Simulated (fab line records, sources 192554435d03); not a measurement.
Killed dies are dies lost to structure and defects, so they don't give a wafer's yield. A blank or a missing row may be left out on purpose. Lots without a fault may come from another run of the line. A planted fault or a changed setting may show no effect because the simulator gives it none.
Chamber matching | flow n5_finfet | N5_MIM_TOP_ALD_00 on ald_hk-02: 4 sister chambers
The step deposits Al2O3, purge time 3 s, co reactant pulse time 3 s. 18 wafers are shown with their chamber, then 9 later ones without.

WAFERS WITH THEIR CHAMBER
wafer  | chamber | precursor_pulse_height_rel
L077.3 | 1       | 1.043
L077.5 | 2       | 1.003
L077.6 | 3       | 1.015
L082.1 | 0       | 1.020
L082.2 | 2       | 1.006
L082.4 | 3       | 1.002
L084.4 | 3       | 0.982
L084.5 | 1       | 0.988
L084.6 | 0       | 1.005
L080.1 | 1       | 0.997
L080.3 | 2       | 1.007
L080.6 | 0       | 0.997
L083.1 | 3       | 1.000
L083.3 | 2       | 0.981
L083.5 | 3       | 1.010
L088.1 | 0       | 0.996
L088.2 | 1       | 0.992
L088.4 | 2       | 0.978

SIGNATURES (means of the wafers above)
reading                    | chamber 0 | chamber 1 | chamber 2 | chamber 3 | scatter within a chamber
precursor_pulse_height_rel | 1.00450   | 1.00500   | 0.99500   | 1.00180   | 0.0164
Rule: a wafer's distance from a chamber is the root of the sum, over the readings, of the square of ((its reading less the chamber's mean) divided by the reading's scatter). The wafer belongs to the nearest chamber; if the next one is less than 2 further off, it can't be placed. The scatter: the root of (the sum of the squares of (reading less its chamber's mean) over the shown wafers, divided by (wafers less chambers)).

WAFERS WITHOUT THEIR CHAMBER
wafer  | precursor_pulse_height_rel
L092.1 | 1.010
L092.2 | 1.004
L092.3 | 1.010
L090.1 | 0.966
L090.4 | 1.000
L090.6 | 1.010
L097.3 | 1.015
L097.4 | 0.981
L097.5 | 1.004

WHICH CHAMBER EACH WENT THROUGH
wafer  | from the rows above               | in truth
L092.1 | can't be placed: 1 or 0 or 3 or 2 | 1
L092.2 | can't be placed: 0 or 1 or 3 or 2 | 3
L092.3 | can't be placed: 1 or 0 or 3 or 2 | 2
L090.1 | can't be placed: 2 or 3 or 0 or 1 | 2
L090.4 | can't be placed: 3 or 0 or 1 or 2 | 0
L090.6 | can't be placed: 1 or 0 or 3 or 2 | 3
L097.3 | can't be placed: 1 or 0 or 3 or 2 | 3
L097.4 | can't be placed: 2 or 3 or 0 or 1 | 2
L097.5 | can't be placed: 0 or 1 or 3 or 2 | 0
Placed correctly: 0 of 9. Can't be placed from these rows: 9 (the true chamber is among the candidates in 9). Placed wrongly: 0.
